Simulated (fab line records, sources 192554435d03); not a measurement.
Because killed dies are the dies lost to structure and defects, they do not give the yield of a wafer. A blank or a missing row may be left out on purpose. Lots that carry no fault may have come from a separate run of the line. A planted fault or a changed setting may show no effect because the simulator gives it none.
Which tool was responsible? || flow n5-finfet || 11 lots (31 wafers sampled), 1 step of a 1938-step route

WHAT THE GAUGES SHOWED, per wafer
N5_BEOL_M4_RC_MEAS_101.
{"lot": "L484", "measured": "day 9 14:41", "on": "prober-02", "DIBL_N (mV/V)": "35.8 36.6"}
{"lot": "L482", "measured": "day 9 15:12", "on": "prober-01", "DIBL_N (mV/V)": "38.2 38.3 37.6"}
{"lot": "L487", "measured": "day 10 01:51", "on": "prober-02", "DIBL_N (mV/V)": "35.9 35.4"}
{"lot": "L489", "measured": "day 11 09:05", "on": "prober-01", "DIBL_N (mV/V)": "34.4 31.1 35.0"}
{"lot": "L491", "measured": "day 11 13:08", "on": "prober-02", "DIBL_N (mV/V)": "36.1 34.2 33.9"}
{"lot": "L495", "measured": "day 12 17:50", "on": "prober-02", "DIBL_N (mV/V)": "35.9 38.4 35.4"}
{"lot": "L497", "measured": "day 13 08:40", "on": "prober-01", "DIBL_N (mV/V)": "34.2 36.4 36.4"}
{"lot": "L496", "measured": "day 13 10:35", "on": "prober-02", "DIBL_N (mV/V)": "35.0 37.1 35.3"}
{"lot": "L500", "measured": "day 13 20:51", "on": "prober-02", "DIBL_N (mV/V)": "34.3 36.1 33.4"}
{"lot": "L502", "measured": "day 14 09:56", "on": "prober-02", "DIBL_N (mV/V)": "37.7 35.9 36.3"}
{"lot": "L501", "measured": "day 14 10:01", "on": "prober-01", "DIBL_N (mV/V)": "37.0 36.2 34.6"}

EACH LOT AND THE TOOL THAT RAN IT (in order: tool; ch and the chambers of the sampled wafers; start)
The record holds no process step before these readings.

THE ANSWER, worked out from the rows above alone
Rule: the lots themselves supply what counts as usual. Put in order of their means at a reading, lots are off if they are a third of the lots or fewer, leave a main group of 4 or more, and stand apart from it by a gap of 3 or more times the standard deviation of the main group's means; of several such gaps the widest counts. A main group is skipped when, at the precision printed for the reading in the tables above, its means are all equal. Also off: a lot with no number at a reading for which 4 or more lots have one. All remaining lots with rows at the step are treated as sound.
Across all readings shown, no lot is off: no conclusion can be drawn from this.

WHAT THE SIMULATOR HAD INSERTED
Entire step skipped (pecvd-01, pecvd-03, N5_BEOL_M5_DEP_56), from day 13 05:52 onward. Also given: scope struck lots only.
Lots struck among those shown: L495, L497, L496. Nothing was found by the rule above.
